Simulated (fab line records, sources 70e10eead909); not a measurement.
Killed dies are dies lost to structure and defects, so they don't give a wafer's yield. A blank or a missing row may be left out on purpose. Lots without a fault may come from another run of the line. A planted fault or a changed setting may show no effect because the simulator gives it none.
fab line records | flow nand_harc
record lots=24 wafers=72 last_day=34
route steps=1302 shown P_M0@273 P_M1@303 P_M2@340
lots that met no fault: from a run of the same line without faults
start_h: hours from the record's first day to the start of the lot's first wafer shown | wait_h: hours since the lot's step before | " the same as in the row above | L1.1+2: a row that stands for several wafers | - no value, or no start given | * or withheld: withheld | < > ~ a bound
route shown NAME@n: a module of which the file shows steps, and the number in the route of the first | usual: mean/standard deviation of fault-free wafers | same: alike in all rows | chamber/n: place in a boat | sites: the reading at each site | _std_site: their standard deviation | _edge_site: outer sites' mean less inner sites' | radius_mm: how far each site lies from the wafer's centre | mask NAME#n: copy n | behind: the tool/chamber that last shaped the wafer | hold: why the lot was held/for how many hours/how that ended | device: the transistor (n, p or np) that didn't switch | end of line: the same wafers' tests at the end of the route | a step without rows: its recipe alone | killed: dies lost to structure and defects at the first sort, not the wafer's yield | map: a wafer's dies, x killed, . not, _ none there
set.NAME: the setting as run; set.NAME@STEP: as run at that earlier step | model.NAME: the simulator's own value behind a step, which no gauge read
steps of the route over a sample of lots; a table a step, a row a wafer
services: from which hour (start_h, from the record's first day; less than 0 if before it) a tool's chamber was out of use, for how many hours, and why
## steps
# step NHARC_P_M0_PRE_CLEAN_29
# recipe time_s=30 temp_c=280 gas=H2/He
# usual heater_power_w=411/37
# columns lot.wafer tool chamber start_h wait_h heater_power_w
L074.2 pvd_sputter-02 - - - 434
L074.1 " - " " 370
L074.3 " - " " 442
L075.1 pvd_sputter-01 - - - 490
L075.4 " - " " 422
L075.2 " - " " 338
L076.3 pvd_sputter-02 - - - 382
L076.5 " - " " 426
L076.6 " - " " 373
L077.3 pvd_sputter-03 - - - 396
L077.1 " - " " 394
L077.2 " - " " 405
L078.4 pvd_sputter-01 - - - 488
L078.1 " - " " 337
L078.5 " - " " 486
L079.4 pvd_sputter-02 - - - 435
L079.6 " - " " 385
L079.5 " - " " 435
L080.2 pvd_sputter-03 - - - 398
L080.4 " - " " 390
L080.1 " - " " 439
L081.2 pvd_sputter-01 - - - 340
L081.3 " - " " 367
L081.6 " - " " 425
L082.2 pvd_sputter-02 - - - 413
L082.6 " - " " 455
L082.5 " - " " 439
L083.2 pvd_sputter-02 - - - 446
L083.4 " - " " 367
L083.5 " - " " 450
L084.4 pvd_sputter-02 - - - 439
L084.2 " - " " 454
L084.6 " - " " 365
L085.3 pvd_sputter-03 - - - 374
L085.2 " - " " 404
L085.4 " - " " 376
L086.2 pvd_sputter-02 - - - 439
L086.3 " - " " 457
L086.5 " - " " 439
L087.2 pvd_sputter-03 - - - 364
L087.3 " - " " 402
L087.4 " - " " 376
L088.2 pvd_sputter-02 - - - 449
L088.3 " - " " 430
L088.6 " - " " 422
L089.2 pvd_sputter-03 - - - 368
L089.1 " - " " 379
L089.4 " - " " 423
L090.2 pvd_sputter-03 - - - 376
L090.3 " - " " 428
L090.6 " - " " 387
L091.3 pvd_sputter-01 - - - 502
L091.1 " - " " 365
L091.4 " - " " 354
L092.1 pvd_sputter-02 - - - 382
L092.5 " - " " 438
L092.6 " - " " 411
L093.3 pvd_sputter-03 - - - 385
L093.1 " - " " 429
L093.5 " - " " 379
L094.3 pvd_sputter-02 - - - 371
L094.4 " - " " 455
L094.5 " - " " 377
L096.3 pvd_sputter-01 - - - 362
L096.4 " - " " 505
L096.5 " - " " 366
L095.4 pvd_sputter-02 - - - 409
L095.1 " - " " 370
L095.5 " - " " 419
L097.4 pvd_sputter-02 - - - 407
L097.1 " - " " 440
L097.5 " - " " 374
# step NHARC_P_M0_DEP_32
# recipe target_thk_a=300 temp_c=370 target_thk_nm=30 pressure_torr=3 flow_sccm=200 rf_w=450 material=SiCN
# usual heater_power_outer_w=338/50 heater_power_w=605/88
# columns lot.wafer tool chamber start_h wait_h heater_power_outer_w heater_power_w
L074.1 pecvd-02 1 129.20 0.1 324 624
L074.3 " 2 " " 304 492
L074.2 " 0 " " 389 654
L075.1 pecvd-04 0 146.96 0.1 323 561
L075.2 " 1 " " 309 574
L075.4 " 0 " " 324 561
L076.3 pecvd-01 1 148.76 0.1 335 578
L076.6 " 0 " " 338 627
L076.5 " 1 " " 342 568
L077.1 pecvd-04 1 154.69 0.1 355 640
L077.2 " 2 " " 394 676
L077.3 " 0 " " 290 541
L078.1 pecvd-02 0 161.22 0.1 384 662
L078.4 " 0 " " 392 649
L078.5 " 2 " " 281 449
L079.4 pecvd-04 2 173.99 0.2 307 572
L079.5 " 0 " " 294 531
L079.6 " 1 " " 353 621
L080.1 pecvd-02 1 183.21 0.1 325 615
L080.2 " 2 " " 267 428
L080.4 " 0 " " 399 684
L081.2 pecvd-01 1 200.10 0.1 352 608
L081.3 " 0 " " 315 588
L081.6 " 2 " " 378 702
L082.2 pecvd-04 1 200.88 0.1 369 624
L082.5 " 0 " " 310 549
L082.6 " 1 " " 370 646
L083.2 pecvd-01 2 225.24 0.1 397 707
L083.5 " 2 " " 383 704
L083.4 " 0 " " 254 509
L084.2 pecvd-01 1 227.63 0.1 346 579
L084.6 " 1 " " 331 584
L084.4 " 0 " " 312 600
L085.3 pecvd-04 1 234.45 0.1 339 605
L085.2 " 0 " " 247 468
L085.4 " 1 " " 340 613
L086.3 pecvd-02 1 248.69 0.1 396 735
L086.2 " 2 " " 257 426
L086.5 " 0 " " 438 741
L087.2 pecvd-02 1 249.21 0.1 408 728
L087.3 " 2 " " 310 485
L087.4 " 1 " " 402 745
L088.2 pecvd-01 2 272.51 0.1 386 680
L088.3 " 1 " " 364 639
L088.6 " 1 " " 365 617
L089.2 pecvd-01 0 274.28 0.1 287 552
L089.1 " 2 " " 316 622
L089.4 " 0 " " 284 564
L090.3 pecvd-01 1 291.56 0.1 378 643
L090.2 " 2 " " 384 706
L090.6 " 2 " " 388 708
L091.1 pecvd-02 2 295.78 0.1 242 412
L091.3 " 1 " " 374 710
L091.4 " 1 " " 383 702
L092.1 pecvd-02 2 303.33 0.1 241 391
L092.5 " 1 " " 359 680
L092.6 " 2 " " 238 401
L093.3 pecvd-04 1 321.27 0.1 425 747
L093.1 " 0 " " 260 474
L093.5 " 0 " " 254 489
L094.3 pecvd-01 1 329.28 0.1 387 651
L094.5 " 0 " " 253 511
L094.4 " 1 " " 393 650
L096.3 pecvd-02 0 343.03 0.1 397 684
L096.4 " 2 " " 287 465
L096.5 " 0 " " 391 708
L095.1 pecvd-04 0 343.71 0.1 332 589
L095.4 " 1 " " 360 663
L095.5 " 2 " " 405 712
L097.1 pecvd-02 2 353.58 0.1 313 506
L097.5 " 2 " " 231 394
L097.4 " 0 " " 360 615
# step NHARC_P_M1_ETCH_28
# recipe target_depth_a=300 over_etch_frac=0.3 time_s=72.99 ion_energy_ev=150 cf4_flow_sccm=50 n2_flow_sccm=100 ar_flow_sccm=150 rf_w=300 bias_w=100 chemistry=CF4/N2
# usual drypump_motor_current_A=5.8/0.5 oes_product_au=0.998/0.0072 rf_vpp_V=314.5/2 showerhead_plenum_p_Torr=2.64/0.11 throttle_valve_pct=19.794/0.0088
# columns lot.wafer tool chamber start_h wait_h drypump_motor_current_A oes_product_au rf_hours_counter_h rf_vpp_V showerhead_plenum_p_Torr throttle_valve_pct
L074.3 rie_diel-07 0 - - 5.3 0.999 0 313.6 2.60 19.785
L074.2 " 1 " " 5.9 0.998 0 315.4 2.68 19.792
L074.1 " 2 " " 5.1 0.996 0 313.5 2.59 19.794
L075.1 rie_diel-03 3 - - 5.4 0.993 3 312.7 2.54 19.805
L075.2 " 0 " " 6.3 1.002 4 312.5 2.49 19.809
L075.4 " 3 " " 5.4 1.007 - 312.6 2.55 19.800
L076.3 rie_diel-06 0 - - 6.0 1.004 3 314.3 2.64 19.792
L076.6 " 0 " " 6.0 0.996 - 314.0 2.64 19.787
L076.5 " 1 " " 6.4 0.996 - 311.3 2.46 19.803
L077.1 rie_diel-07 0 - - 5.3 1.000 2 314.6 2.60 19.782
L077.3 " 1 " " 5.8 1.011 3 314.1 2.68 19.793
L077.2 " 3 " " 5.5 0.994 2 316.7 2.75 19.782
L078.1 rie_diel-07 1 - - 5.9 1.000 4 314.3 2.68 19.798
L078.4 " 2 " " 5.1 0.997 3 313.7 2.59 19.786
L078.5 " 0 " " 5.3 0.995 - 313.1 2.60 19.795
L079.4 rie_diel-07 1 - - 5.9 0.993 4 315.8 2.68 19.793
L079.6 " 0 " " 5.3 0.998 - 314.3 2.60 19.797
L079.5 " 1 " " 5.8 0.999 - 314.7 2.68 19.791
L080.1 rie_diel-03 2 - - 5.2 0.987 5 314.6 2.59 19.799
L080.4 " 3 " " 5.4 1.012 5 312.8 2.54 19.783
L080.2 " 1 " " 6.1 0.994 5 317.5 2.80 19.785
L081.2 rie_diel-06 1 - - 6.4 1.003 21 312.4 2.45 19.797
L081.3 " 0 " " 6.0 0.995 19 313.4 2.63 19.803
L081.6 " 2 " " 6.4 0.998 - 317.5 2.70 19.790
L082.2 rie_diel-03 3 - - 5.4 0.997 7 312.9 2.54 19.781
L082.5 " 3 " " 5.4 0.992 - 314.0 2.54 19.771
L082.6 " 0 " " 6.3 0.998 - 311.3 2.49 19.804
L083.4 rie_diel-03 3 - - 5.4 1.000 8 313.1 2.54 19.789
L083.2 " 0 " " 6.4 0.993 7 313.3 2.49 19.781
L083.5 " 0 " " 6.3 0.993 - 311.9 2.49 19.795
L084.4 rie_diel-06 3 - - 6.5 0.999 37 317.9 2.80 19.788
L084.2 " 0 " " 6.0 1.003 31 313.5 2.63 19.798
L084.6 " 3 " " 6.5 0.997 - 315.9 2.80 19.799
L085.2 rie_diel-06 2 - - 6.5 1.009 40 317.0 2.70 19.796
L085.3 " 0 " " 6.0 1.002 36 313.8 2.62 19.797
L085.4 " 1 " " 6.4 1.007 34 311.1 2.45 19.792
L086.3 rie_diel-07 0 - - 5.3 0.998 14 313.0 2.60 19.769
L086.2 " 2 " " 5.1 0.994 13 313.7 2.58 19.789
L086.5 " 0 " " 5.2 0.998 - 313.3 2.60 19.789
L087.3 rie_diel-07 1 - - 5.9 0.989 13 314.4 2.67 19.794
L087.4 " 3 " " 5.5 0.988 14 316.7 2.74 19.799
L087.2 " 0 " " 5.3 0.995 14 312.3 2.60 19.781
L088.2 rie_diel-07 1 - - 5.9 0.995 14 315.8 2.67 19.790
L088.3 " 2 " " 5.1 1.003 14 314.1 2.58 19.791
L088.6 " 0 " " 5.3 1.005 - 314.9 2.60 19.793
L089.2 rie_diel-03 2 - - 5.3 0.992 9 312.2 2.59 19.803
L089.4 " 3 " " 5.5 1.002 10 312.0 2.54 19.802
L089.1 " 0 " " 6.3 0.989 10 312.4 2.49 19.804
L090.2 rie_diel-07 1 - - 5.8 1.007 16 314.9 2.67 19.800
L090.3 " 2 " " 5.1 0.999 16 313.6 2.58 19.800
L090.6 " 1 " " 5.8 0.993 - 314.3 2.67 19.793
L091.4 rie_diel-06 0 - - 5.9 0.999 51 314.6 2.62 19.784
L091.3 " 1 " " 6.4 0.994 53 311.1 2.44 19.795
L091.1 " 3 " " 6.5 0.994 57 317.6 2.79 19.785
L092.1 rie_diel-03 2 - - 5.3 0.989 1 314.4 2.59 19.788
L092.6 " 0 " " 6.3 0.991 - 313.7 2.49 19.811
L092.5 " 1 " " 6.1 1.000 - 316.8 2.79 19.800
L093.1 rie_diel-07 0 - - 5.3 1.010 1 312.2 2.60 19.788
L093.3 " 2 " " 5.1 1.011 2 312.8 2.58 19.792
L093.5 " 0 " " 5.3 1.014 - 314.5 2.60 19.799
L094.3 rie_diel-03 3 - - 5.4 1.005 3 313.4 2.54 19.799
L094.4 " 0 " " 6.3 0.994 3 312.8 2.49 19.797
L094.5 " 0 " " 6.3 1.000 - 311.3 2.48 19.782
L096.3 rie_diel-06 1 - - 6.5 0.997 10 318.1 2.83 19.797
L096.5 " 1 " " 6.5 0.993 - 317.7 2.83 19.779
L096.4 " 3 " " 6.5 0.987 - 317.9 2.79 19.786
L095.1 rie_diel-07 3 - - 5.5 0.992 3 317.1 2.74 19.791
L095.4 " 1 " " 5.8 0.998 4 316.2 2.67 19.788
L095.5 " 0 " " 5.3 1.012 - 313.7 2.60 19.819
L097.1 rie_diel-06 1 - - 6.4 1.001 12 317.0 2.83 19.795
L097.4 " 3 " " 6.5 1.004 10 317.5 2.78 19.786
L097.5 " 1 " " 6.4 0.993 - 317.7 2.83 19.778
# step NHARC_P_M2_PVD_20
# recipe target_thk_a=50 bias_v=168.6 power_w=15000 chamber_pressure_pa=0.12 time_s=8.06 substrate_temp_c=50 material=TaN
# usual throttle_valve_pct=30.0/1.3
# columns lot.wafer tool chamber start_h wait_h throttle_valve_pct
L074.1 pvd_sputter-02 - - - 29.1
L074.3 " - " " 32.1
L074.2 " - " " 27.6
L075.4 pvd_sputter-01 - - - 29.3
L075.1 " - " " 31.6
L075.2 " - " " 28.9
L076.3 pvd_sputter-02 - - - 32.0
L076.5 " - " " 27.6
L076.6 " - " " 30.7
L077.2 pvd_sputter-03 - - - 30.5
L077.3 " - " " 30.1
L077.1 " - " " 28.3
L078.4 pvd_sputter-01 - - - 28.9
L078.1 " - " " 31.7
L078.5 " - " " 29.1
L079.4 pvd_sputter-02 - - - 29.3
L079.6 " - " " 32.1
L079.5 " - " " 27.6
L080.4 pvd_sputter-02 - - - 29.4
L080.1 " - " " 32.3
L080.2 " - " " 27.6
L081.2 pvd_sputter-02 - - - 32.0
L081.3 " - " " 27.3
L081.6 " - " " 30.9
L082.2 pvd_sputter-03 - - - 29.9
L082.6 " - " " 28.8
L082.5 " - " " 29.7
L083.4 pvd_sputter-02 - - - 27.5
L083.2 " - " " 30.7
L083.5 " - " " 29.0
L084.4 pvd_sputter-03 - - - 30.1
L084.2 " - " " 28.6
L084.6 " - " " 29.8
L085.3 pvd_sputter-01 - - - 28.7
L085.2 " - " " 31.2
L085.4 " - " " 28.7
L086.3 pvd_sputter-01 - - - 28.5
L086.2 " - " " 31.0
L086.5 " - " " 28.6
L087.2 pvd_sputter-03 - - - 30.0
L087.3 " - " " 30.1
L087.4 " - " " 30.6
L088.2 pvd_sputter-01 - - - 31.5
L088.3 " - " " 28.4
L088.6 " - " " 31.5
L089.2 pvd_sputter-03 - - - 28.6
L089.4 " - " " 30.0
L089.1 " - " " 30.5
L090.2 pvd_sputter-03 - - - 30.2
L090.3 " - " " 29.7
L090.6 " - " " 30.0
L091.3 pvd_sputter-03 - - - 28.8
L091.1 " - " " 29.6
L091.4 " - " " 30.2
L092.1 pvd_sputter-01 - - - 29.1
L092.5 " - " " 31.1
L092.6 " - " " 29.4
L093.3 pvd_sputter-01 - - - 29.1
L093.1 " - " " 31.6
L093.5 " - " " 31.2
L094.3 pvd_sputter-03 - - - 28.8
L094.4 " - " " 29.8
L094.5 " - " " 29.8
L096.3 pvd_sputter-01 - - - 28.3
L096.4 " - " " 31.2
L096.5 " - " " 28.6
L095.1 pvd_sputter-02 - - - 31.5
L095.4 " - " " 29.5
L095.5 " - " " 31.7
L097.1 pvd_sputter-03 - - - 30.1
L097.4 " - " " 29.3
L097.5 " - " " 31.7
# step NHARC_P_M2_INSPECT_27
# usual raw_defect_count=303/110
# columns lot.wafer tool chamber start_h wait_h raw_defect_count
L074.1 defect_inspect-01 - 137.43 0.0 377
L074.2 " - " " 314
L074.3 " - " " 363
L075.1 defect_inspect-01 - 155.14 0.0 181
L075.2 " - " " 333
L075.4 " - " " 321
L076.3 defect_inspect-02 - 156.73 0.0 405
L076.5 " - " " 299
L076.6 " - " " 207
L077.1 defect_inspect-01 - 163.19 0.0 386
L077.2 " - " " 443
L077.3 " - " " 223
L078.1 defect_inspect-02 - 169.29 0.0 452
L078.4 " - " " 593
L078.5 " - " " 258
L079.4 defect_inspect-01 - 182.04 0.0 238
L079.5 " - " " 217
L079.6 " - " " 232
L080.1 defect_inspect-01 - 191.24 0.0 441
L080.2 " - " " 310
L080.4 " - " " 339
L081.2 defect_inspect-02 - 208.25 0.0 397
L081.3 " - " " 255
L081.6 " - " " 528
L082.2 defect_inspect-01 - 209.02 0.0 267
L082.5 " - " " 152
L082.6 " - " " 352
L083.2 defect_inspect-01 - 233.77 0.0 171
L083.4 " - " " 174
L083.5 " - " " 201
L084.2 defect_inspect-01 - 235.99 0.0 298
L084.4 " - " " 194
L084.6 " - " " 199
L085.2 defect_inspect-02 - 242.91 0.0 299
L085.3 " - " " 411
L085.4 " - " " 649
L086.2 defect_inspect-01 - 256.93 0.0 365
L086.3 " - " " 289
L086.5 " - " " 526
L087.2 defect_inspect-02 - 257.44 0.0 326
L087.3 " - " " 280
L087.4 " - " " 282
L088.2 defect_inspect-01 - 280.68 0.0 205
L088.3 " - " " 229
L088.6 " - " " 390
L089.1 defect_inspect-02 - 282.42 0.0 208
L089.2 " - " " 233
L089.4 " - " " 178
L090.2 defect_inspect-02 - 300.15 0.0 272
L090.3 " - " " 228
L090.6 " - " " 197
L091.1 defect_inspect-02 - 303.83 0.0 286
L091.3 " - " " 233
L091.4 " - " " 216
L092.1 defect_inspect-01 - 311.39 0.0 311
L092.5 " - " " 223
L092.6 " - " " 341
L093.1 defect_inspect-01 - 329.34 0.0 345
L093.3 " - " " 254
L093.5 " - " " 172
L094.3 defect_inspect-01 - 337.33 0.0 221
L094.4 " - " " 247
L094.5 " - " " 265
L096.3 defect_inspect-01 - 351.18 0.0 140
L096.4 " - " " 185
L096.5 " - " " 203
L095.1 defect_inspect-01 - 351.90 0.0 211
L095.4 " - " " 292
L095.5 " - " " 259
L097.1 defect_inspect-01 - 361.86 0.0 365
L097.4 " - " " 490
L097.5 " - " " 209
# step NHARC_P_M2_DEP_33
# recipe target_thk_a=300 temp_c=370 target_thk_nm=30 pressure_torr=3 flow_sccm=200 rf_w=450 material=SiCN
# usual heater_power_outer_w=344/52 heater_power_w=608/98
# columns lot.wafer tool chamber start_h wait_h heater_power_outer_w heater_power_w
L074.2 pecvd-04 2 137.58 0.1 401 688
L074.1 " 0 " " 259 477
L074.3 " 1 " " 294 530
L075.1 pecvd-02 0 155.28 0.1 404 656
L075.2 " 2 " " 281 450
L075.4 " 2 " " 285 442
L076.3 pecvd-02 1 156.96 0.1 327 620
L076.6 " 0 " " 351 611
L076.5 " 1 " " 324 607
L077.3 pecvd-02 2 163.34 0.1 288 453
L077.2 " 0 " " 339 580
L077.1 " 1 " " 425 750
L078.1 pecvd-02 1 169.48 0.1 380 678
L078.4 " 1 " " 368 690
L078.5 " 2 " " 265 423
L079.5 pecvd-02 1 182.31 0.2 399 723
L079.6 " 2 " " 279 452
L079.4 " 0 " " 385 657
L080.2 pecvd-04 1 191.61 0.1 340 608
L080.1 " 0 " " 327 572
L080.4 " 1 " " 349 609
L081.3 pecvd-02 0 208.71 0.1 381 656
L081.2 " 1 " " 333 650
L081.6 " 1 " " 338 651
L082.2 pecvd-02 0 209.26 0.1 380 650
L082.6 " 2 " " 294 472
L082.5 " 0 " " 379 638
L083.2 pecvd-04 1 234.00 0.1 312 564
L083.4 " 2 " " 343 619
L083.5 " 0 " " 316 534
L084.2 pecvd-01 1 236.18 0.1 356 593
L084.4 " 0 " " 289 572
L084.6 " 2 " " 314 613
L085.3 pecvd-02 2 243.10 0.1 257 434
L085.2 " 0 " " 440 758
L085.4 " 2 " " 256 437
L086.2 pecvd-04 1 257.12 0.1 328 594
L086.3 " 2 " " 342 629
L086.5 " 2 " " 354 636
L087.2 pecvd-02 2 257.63 0.1 277 459
L087.3 " 1 " " 413 755
L087.4 " 1 " " 406 764
L088.2 pecvd-01 2 280.87 0.1 308 619
L088.3 " 0 " " 335 624
L088.6 " 1 " " 335 604
L089.1 pecvd-04 0 282.56 0.1 331 600
L089.2 " 1 " " 384 680
L089.4 " 2 " " 353 653
L090.3 pecvd-02 1 300.30 0.1 407 734
L090.2 " 2 " " 252 425
L090.6 " 2 " " 258 432
L091.1 pecvd-01 2 304.01 0.1 365 662
L091.3 " 0 " " 278 551
L091.4 " 0 " " 277 545
L092.1 pecvd-04 2 311.84 0.1 319 601
L092.5 " 0 " " 296 555
L092.6 " 1 " " 390 679
L093.1 pecvd-02 2 329.48 0.1 300 482
L093.3 " 1 " " 410 762
L093.5 " 2 " " 305 487
L094.3 pecvd-02 1 337.56 0.1 386 699
L094.4 " 2 " " 281 456
L094.5 " 0 " " 417 717
L096.3 pecvd-01 1 351.41 0.1 384 640
L096.4 " 0 " " 265 518
L096.5 " 1 " " 375 645
L095.1 pecvd-02 2 352.04 0.1 295 471
L095.5 " 0 " " 394 689
L095.4 " 1 " " 404 737
L097.1 pecvd-02 1 362.01 0.1 387 740
L097.5 " 1 " " 396 736
L097.4 " 0 " " 417 718
## services
# columns tool chamber start_h hours kind
pvd_sputter-02 - 104.08 10.0 pm
pvd_sputter-02 - 123.00 1.9 repair
pecvd-01 - 130.00 13.0 pm
pecvd-04 - 168.95 0.6 repair
pvd_sputter-03 - 170.91 10.0 pm
pecvd-02 2 185.88 12.9 repair
pecvd-01 - 215.37 0.9 repair
pvd_sputter-03 - 217.20 2.5 repair
pecvd-02 2 222.39 4.6 repair
pvd_sputter-01 - 226.00 10.0 pm
pecvd-02 - 227.16 13.0 pm
pecvd-01 2 245.11 23.0 repair
pecvd-04 - 254.61 0.5 repair
pecvd-04 2 260.98 13.0 repair
pecvd-04 - 269.11 13.0 pm
pvd_sputter-02 - 276.17 1.2 repair
pvd_sputter-02 - 282.08 10.0 pm
pvd_sputter-02 - 292.59 1.7 repair
pvd_sputter-03 - 312.77 0.8 repair
pvd_sputter-02 - 317.60 2.1 repair
pecvd-02 - 341.51 0.5 repair
pvd_sputter-03 - 348.91 10.0 pm
pvd_sputter-01 - 350.29 4.9 repair
pecvd-04 - 359.34 0.5 repair
## key
fault none
